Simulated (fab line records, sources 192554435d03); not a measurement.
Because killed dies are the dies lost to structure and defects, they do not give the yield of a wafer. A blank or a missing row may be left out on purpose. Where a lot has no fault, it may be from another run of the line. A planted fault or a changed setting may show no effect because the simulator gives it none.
Matching of chambers    flow n5_finfet    N5_BEOL_M5_CURE_80 on uv_cure-01 has 3 sister chambers
The step cures SiCOH lowk, time 120 s. 18 wafers are shown with their chamber, then 9 later ones without.

== EACH WAFER AND ITS CHAMBER ==
wafer   chamber  wafer_temp_C_max  lamp_power_pct (%)
L074.1  1        371.3             52.30
L074.2  1        371.5             52.32
L074.6  1        371.0             52.34
L075.2  0        372.4             52.34
L075.3  0        372.6             52.33
L075.6  0        372.5             52.31
L076.1  2        371.3             52.25
L076.3  2        372.4             52.27
L076.4  2        371.7             52.35
L084.2  2        371.5             52.40
L084.4  2        372.0             52.26
L084.5  2        371.9             52.22
L086.2  1        370.9             52.20
L086.4  1        371.3             52.38
L086.6  1        371.6             52.31
L087.1  2        371.1             52.28
L087.3  2        371.7             52.31
L087.6  2        371.4             52.32

SIGNATURES (means of the wafers above)
reading           chamber 0  chamber 1  chamber 2  scatter within a chamber
wafer_temp_C_max  372.500    371.267    371.667    0.332
lamp_power_pct    52.3267    52.3083    52.2956    0.0536
Rule: a wafer's distance from a chamber is the root of the sum, over the readings, of the square of ((its reading less the chamber's mean) divided by the reading's scatter). If the next closest chamber is less than 2 further off than the closest, the wafer can't be placed; otherwise it belongs to the closest. The scatter: take each reading less its chamber's mean, square it, sum over the shown wafers, divide by the number of wafers less the number of chambers, and take the root.

== WAFERS WITHOUT THEIR CHAMBER ==
wafer   wafer_temp_C_max  lamp_power_pct (%)
L090.2  372.6             52.38
L090.5  371.8             52.34
L090.6  372.6             52.27
L089.1  372.4             52.28
L089.2  372.5             52.26
L089.6  372.5             52.26
L089.3  373.6             52.32
L089.4  373.4             52.33
L089.5  371.4             52.37

== EACH ONE'S CHAMBER ==
wafer   from the rows above           in truth
L090.2  0                             0
L090.5  can't be placed: 2 or 1 or 0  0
L090.6  can't be placed: 0 or 2       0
L089.1  can't be placed: 0 or 2       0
L089.2  can't be placed: 0 or 2       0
L089.6  can't be placed: 0 or 2       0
L089.3  0                             0
L089.4  0                             0
L089.5  can't be placed: 1 or 2       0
Correctly placed: 3 of 9. From these rows, 6 cannot be placed; in 5 the true chamber is one of the candidates. Wrongly placed: 0.
